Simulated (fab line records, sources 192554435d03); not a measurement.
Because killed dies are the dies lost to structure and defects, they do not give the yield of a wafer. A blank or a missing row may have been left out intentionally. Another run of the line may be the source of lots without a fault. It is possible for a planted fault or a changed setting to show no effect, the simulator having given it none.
Split-lot experiment / flow n5 finfet / on a route of 1938 steps: 7 lots, 21 wafers read

THE SPLIT
At N5_BEOL_M4_TRENCH_ETCH_37 (etches SiOC in C4F6/O2, target depth 55.555 nm, time 29.2 s), the setting source w was moved away from the recipe's 355 W on 10 of the 21 wafers read, by -17.0% to +8.9%. For the rest of the wafers, this setting stayed at what the recipe calls for.

FROM THE SPLIT TO THE READING: what the file shows between them, 2 steps
- N5_BEOL_M4_ETCH_41: etches SiCN in CH3F/O2, target depth 29.9 nm, time 52.5 s
- N5_BEOL_M4_STRIP_97: strips in N2/H2, time 10 s

THE READING
trench depth nm, in nm, at N5_BEOL_M4_OCD_MEAS_38. On this fab line, fault-free wafers typically give 54.8 nm with a standard deviation of 1.3 nm.

wafer=L075.1; tool, chamber at the split=rie diel-05, 2; source w as run, W=294.8; against the recipe=-17.0%; trench depth nm, nm=52.3; against lot-mates on the recipe=-4.5
wafer=L075.2; tool, chamber at the split=rie diel-05, 3; source w as run, W=355; against the recipe=recipe; trench depth nm, nm=56.8; against lot-mates on the recipe=-
wafer=L075.4; tool, chamber at the split=rie diel-05, 0; source w as run, W=294.8; against the recipe=-17.0%; trench depth nm, nm=50.2; against lot-mates on the recipe=-6.6
wafer=L082.2; tool, chamber at the split=rie diel-01, 2; source w as run, W=355; against the recipe=recipe; trench depth nm, nm=55.4; against lot-mates on the recipe=-
wafer=L082.3; tool, chamber at the split=rie diel-01, 1; source w as run, W=324.2; against the recipe=-8.7%; trench depth nm, nm=52.1; against lot-mates on the recipe=-2.6
wafer=L082.5; tool, chamber at the split=rie diel-01, 1; source w as run, W=355; against the recipe=recipe; trench depth nm, nm=54.0; against lot-mates on the recipe=-
wafer=L085.4; tool, chamber at the split=rie diel-01, 1; source w as run, W=386.6; against the recipe=+8.9%; trench depth nm, nm=56.4; against lot-mates on the recipe=no lot-mate on the recipe
wafer=L085.5; tool, chamber at the split=rie diel-01, 3; source w as run, W=386.6; against the recipe=+8.9%; trench depth nm, nm=56.1; against lot-mates on the recipe=no lot-mate on the recipe
wafer=L085.6; tool, chamber at the split=rie diel-01, 2; source w as run, W=386.6; against the recipe=+8.9%; trench depth nm, nm=57.6; against lot-mates on the recipe=no lot-mate on the recipe
wafer=L086.2; tool, chamber at the split=rie diel-05, 1; source w as run, W=355; against the recipe=recipe; trench depth nm, nm=53.1; against lot-mates on the recipe=-
wafer=L086.3; tool, chamber at the split=rie diel-05, 3; source w as run, W=355; against the recipe=recipe; trench depth nm, nm=55.1; against lot-mates on the recipe=-
wafer=L086.4; tool, chamber at the split=rie diel-05, 1; source w as run, W=330.5; against the recipe=-6.9%; trench depth nm, nm=51.8; against lot-mates on the recipe=-2.3
wafer=L087.1; tool, chamber at the split=rie diel-03, 3; source w as run, W=355; against the recipe=recipe; trench depth nm, nm=55.4; against lot-mates on the recipe=-
wafer=L087.2; tool, chamber at the split=rie diel-03, 0; source w as run, W=355; against the recipe=recipe; trench depth nm, nm=54.3; against lot-mates on the recipe=-
wafer=L087.6; tool, chamber at the split=rie diel-03, 0; source w as run, W=294.9; against the recipe=-16.9%; trench depth nm, nm=50.5; against lot-mates on the recipe=-4.3
wafer=L089.1; tool, chamber at the split=rie diel-01, 2; source w as run, W=355; against the recipe=recipe; trench depth nm, nm=55.7; against lot-mates on the recipe=-
wafer=L089.2; tool, chamber at the split=rie diel-01, 1; source w as run, W=355; against the recipe=recipe; trench depth nm, nm=54.6; against lot-mates on the recipe=-
wafer=L089.4; tool, chamber at the split=rie diel-01, 3; source w as run, W=355; against the recipe=recipe; trench depth nm, nm=53.4; against lot-mates on the recipe=-
wafer=L091.1; tool, chamber at the split=rie diel-01, 1; source w as run, W=355; against the recipe=recipe; trench depth nm, nm=54.2; against lot-mates on the recipe=-
wafer=L091.4; tool, chamber at the split=rie diel-01, 3; source w as run, W=297; against the recipe=-16.3%; trench depth nm, nm=49.9; against lot-mates on the recipe=-4.3
wafer=L091.6; tool, chamber at the split=rie diel-01, 3; source w as run, W=297; against the recipe=-16.3%; trench depth nm, nm=50.2; against lot-mates on the recipe=-4.0

THE FIT
A straight line over all 21 wafers: trench depth nm changes by +0.245 nm for each +1% of source w; r = +0.91; the points scatter about the line by 0.99 nm.
The same after taking each lot's own level away (the mean of its wafers on the recipe; 18 wafers): +0.286 nm for each +1%; r = +0.94; scatter 0.8 nm.
Per that fit: largest source w move, reading shift of 4.8 nm.
From 54.10 to 56.80 nm: that is the span of the lots' own levels, equal to 2.1 times the standard deviation above.
Thus the slope moves with the lot-to-lot level: the two fits are different.
Check: with one of the wafers moved furthest among these (-17.0%) left out of the fit, the line predicts -4.95 nm for it against its lot-mates. Against them it came out at -4.5 nm.
Tool readings at the split's step, against how far the setting was moved: rf vpp V r = -0.89.

OTHER SPLITS ON THESE WAFERS
These wafers also went through other splits before the reading. Each is held against what the fit with the lots' levels taken away leaves over:
other split on the same wafers=N5_BEOL_M1_COAT_61 spin rpm; wafers away from the commonest value=7; r with trench depth nm (lot level and that fit taken away)=-0.08
other split on the same wafers=N5_BEOL_M4_ALD_98 ald cycles; wafers away from the commonest value=10; r with trench depth nm (lot level and that fit taken away)=+0.01

THE WHOLE CHAIN: every reading that the file lists as answering this split, in the file's order
step=N5_BEOL_M4_TRENCH_ETCH_37; what it does=etches SiOC in C4F6/O2, target depth 55.555 nm, time 29.2 s; reading=rf vpp V; change (the file's fit)=-3.54 V for each +1% of the setting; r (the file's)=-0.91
step=N5_BEOL_M4_TRENCH_ETCH_37; what it does=etches SiOC in C4F6/O2, target depth 55.555 nm, time 29.2 s; reading=BEOL_M4.feature depth nm (the simulator's own value, which no gauge read); change (the file's fit)=+0.276 nm for each +1% of the setting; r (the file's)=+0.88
step=N5_BEOL_M4_TRENCH_ETCH_37; what it does=etches SiOC in C4F6/O2, target depth 55.555 nm, time 29.2 s; reading=etch.depth nm (the simulator's own value, which no gauge read); change (the file's fit)=+0.277 nm for each +1% of the setting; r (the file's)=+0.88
step=N5_BEOL_M4_OCD_MEAS_38; what it does=; reading=trench depth nm; change (the file's fit)=+0.285 nm for each +1% of the setting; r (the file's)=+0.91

THE FILE'S OWN FIT
trench depth nm changes by +0.285 nm for each +1% of source w, r = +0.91.
